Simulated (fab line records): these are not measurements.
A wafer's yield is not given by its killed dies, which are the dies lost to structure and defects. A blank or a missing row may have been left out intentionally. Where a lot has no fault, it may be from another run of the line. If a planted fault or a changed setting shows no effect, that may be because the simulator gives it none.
Lot-split experiment | flow n5-finfet | 39 wafers read across 7 lots, on a route 1938 steps long

ON THE SPLIT
At N5_FIN_CUT_ETCH_21 (etches SOC in N2/H2, target depth 219 nm, overetch 43.8 nm, time 523.5 s), the setting time-s was moved away from the recipe's 523.5 s on 15 of the 39 wafers read, by -22.2% to +17.8%. For the rest of the wafers, this setting stayed at what the recipe calls for.

The reading comes from the split's own step.

THE READING
SiARC_of_FIN_CUT_COAT_19.thk-nm (the simulator's own value, which no gauge read), in nm, at N5_FIN_CUT_ETCH_21 (etches SOC in N2/H2, target depth 219 nm, overetch 43.8 nm, time 523.5 s). The file does not state a usual value for it. Here, 24 wafers ran the recipe; their average is 11.9 nm with a standard deviation of 0.097 nm.

wafer  | tool, chamber at the split | time-s as run, s | against the recipe | SiARC_of_FIN_CUT_COAT_19.thk-nm, nm | against lot-mates on the recipe
L075.1 | rie-diel-03, 0             | 523.5            | recipe             | 12                                  | -
L075.2 | rie-diel-03, 2             | 523.5            | recipe             | 11.8                                | -
L075.3 | rie-diel-03, 3             | 523.5            | recipe             | 12                                  | -
L075.4 | rie-diel-03, 1             | 603.4            | +15.3%             | 10.6                                | -1.3
L075.5 | rie-diel-03, 2             | 603.4            | +15.3%             | 10.6                                | -1.3
L075.6 | rie-diel-03, 3             | 603.4            | +15.3%             | 10.8                                | -1.1
L082.1 | rie-diel-04, 1             | 523.5            | recipe             | 11.8                                | -
L082.2 | rie-diel-04, 2             | 616.9            | +17.8%             | 10.4                                | -1.4
L082.3 | rie-diel-04, 0             | 523.5            | recipe             | 11.8                                | -
L082.4 | rie-diel-04, 3             | 616.9            | +17.8%             | 10.2                                | -1.6
L082.5 | rie-diel-04, 0             | 523.5            | recipe             | 11.8                                | -
L082.6 | rie-diel-04, 1             | 616.9            | +17.8%             | 10.4                                | -1.4
L083.1 | rie-diel-04, 0             | 523.5            | recipe             | 11.8                                | -
L083.4 | rie-diel-04, 1             | 523.5            | recipe             | 12                                  | -
L083.5 | rie-diel-04, 3             | 523.5            | recipe             | 11.8                                | -
L084.1 | rie-diel-01, 0             | 407.5            | -22.2%             | 13.8                                | +1.9
L084.2 | rie-diel-01, 1             | 523.5            | recipe             | 11.8                                | -
L084.3 | rie-diel-01, 3             | 407.5            | -22.2%             | 13.6                                | +1.7
L084.4 | rie-diel-01, 2             | 523.5            | recipe             | 11.8                                | -
L084.5 | rie-diel-01, 3             | 523.5            | recipe             | 12                                  | -
L084.6 | rie-diel-01, 2             | 407.5            | -22.2%             | 13.6                                | +1.7
L088.1 | rie-diel-01, 3             | 523.5            | recipe             | 12                                  | -
L088.2 | rie-diel-01, 1             | 431.2            | -17.6%             | 13.2                                | +1.3
L088.3 | rie-diel-01, 0             | 523.5            | recipe             | 11.8                                | -
L088.4 | rie-diel-01, 2             | 431.2            | -17.6%             | 13.2                                | +1.3
L088.5 | rie-diel-01, 2             | 523.5            | recipe             | 11.8                                | -
L088.6 | rie-diel-01, 1             | 431.2            | -17.6%             | 13.2                                | +1.3
L092.1 | rie-diel-01, 2             | 523.5            | recipe             | 11.8                                | -
L092.2 | rie-diel-01, 0             | 588              | +12.3%             | 10.8                                | -1.1
L092.3 | rie-diel-01, 1             | 588              | +12.3%             | 10.6                                | -1.3
L092.4 | rie-diel-01, 3             | 523.5            | recipe             | 12                                  | -
L092.5 | rie-diel-01, 3             | 588              | +12.3%             | 11                                  | -0.9
L092.6 | rie-diel-01, 2             | 523.5            | recipe             | 11.8                                | -
L093.1 | rie-diel-04, 3             | 523.5            | recipe             | 11.8                                | -
L093.2 | rie-diel-04, 0             | 523.5            | recipe             | 12                                  | -
L093.3 | rie-diel-04, 2             | 523.5            | recipe             | 12                                  | -
L093.4 | rie-diel-04, 2             | 523.5            | recipe             | 12                                  | -
L093.5 | rie-diel-04, 0             | 523.5            | recipe             | 11.8                                | -
L093.6 | rie-diel-04, 3             | 523.5            | recipe             | 11.8                                | -

FIT RESULTS
A straight line over all 39 wafers: SiARC_of_FIN_CUT_COAT_19.thk-nm changes by -0.0812 nm for each +1% of time-s; r = -0.99; the points scatter about the line by 0.11 nm.
The same after taking each lot's own level away (the mean of its wafers on the recipe; 39 wafers): -0.081 nm for each +1%; r = -0.99; scatter 0.1 nm.
Per that fit: largest time-s move, reading shift of 1.8 nm.
Across the lots, their own levels run from 11.80 to 11.93 nm, a range of 1.4 times the standard deviation given above.
The two slopes agree, so the slope changes little with the lot-to-lot level.
Check: +1.75 nm against its lot-mates is what the line predicts for one of the wafers moved furthest among these (-22.2%) when that wafer is left out of the fit. Against them it came out at +1.93 nm.

THE WHOLE CHAIN: every reading that the file lists as answering this split, in the file's order
step               | what it does                                                             | reading                                                                          | change (the file's fit)                                                            | r (the file's)
N5_FIN_CUT_ETCH_21 | etches SOC in N2/H2, target depth 219 nm, overetch 43.8 nm, time 523.5 s | etch.depth-nm (the simulator's own value, which no gauge read)                   | not straight: 202.9 at the lowest setting, 229.8 at the recipe, 230 at the highest | not given
N5_FIN_CUT_ETCH_21 | etches SOC in N2/H2, target depth 219 nm, overetch 43.8 nm, time 523.5 s | SiARC_of_FIN_CUT_COAT_19.thk-nm (the simulator's own value, which no gauge read) | -0.0811 nm for each +1% of the setting                                             | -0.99

THE FILE'S OWN FIT
SiARC_of_FIN_CUT_COAT_19.thk-nm changes by -0.0811 nm for each +1% of time-s, r = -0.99.
